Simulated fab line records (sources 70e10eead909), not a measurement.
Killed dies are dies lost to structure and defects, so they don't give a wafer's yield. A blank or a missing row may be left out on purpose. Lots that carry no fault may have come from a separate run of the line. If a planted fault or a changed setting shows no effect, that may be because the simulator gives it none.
Chamber matching    flow nand-harc    4 sister chambers for NHARC_P_BONDPAD_ACTIVATE_29 on rie-diel-05
The step chemistry N2, time 60 s. 4 wafers are shown with their chamber, then 7 later ones without.

## EACH WAFER AND ITS CHAMBER
wafer   chamber  drypump-motor-current-A (A)
L878.5  2        5.9
L878.6  1        6.2
L881.2  0        6.1
L881.3  3        5.4

## WAFERS WITHOUT THEIR CHAMBER
wafer   drypump-motor-current-A (A)
L881.5  5.3
L882.2  5.9
L882.3  6.1
L882.6  6.2
L890.1  5.4
L890.2  5.8
L890.5  5.9

## WHICH CHAMBER EACH ONE RAN IN
wafer   from the rows above      in truth
L881.5  3                        3
L882.2  2                        2
L882.3  can't be placed: 0 or 1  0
L882.6  can't be placed: 1 or 0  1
L890.1  3                        3
L890.2  2                        2
L890.5  2                        2
Correctly placed: 5 of 7. These rows do not allow placing 2 (true chamber among the candidates in 2). Wrongly placed: 0.
How it was worked out, from the rows above alone: a wafer's distance from a chamber is the root of the sum, over the readings, of the square of ((its reading less the chamber's mean) divided by the reading's scatter). If the next closest chamber is less than 2 further off than the closest, the wafer can't be placed; otherwise it belongs to the closest. Each chamber's mean is taken over the wafers shown for it. The scatter (one wafer shown for each chamber): square how far every hidden wafer sits from the nearest shown wafer, average those squares and take the square root.
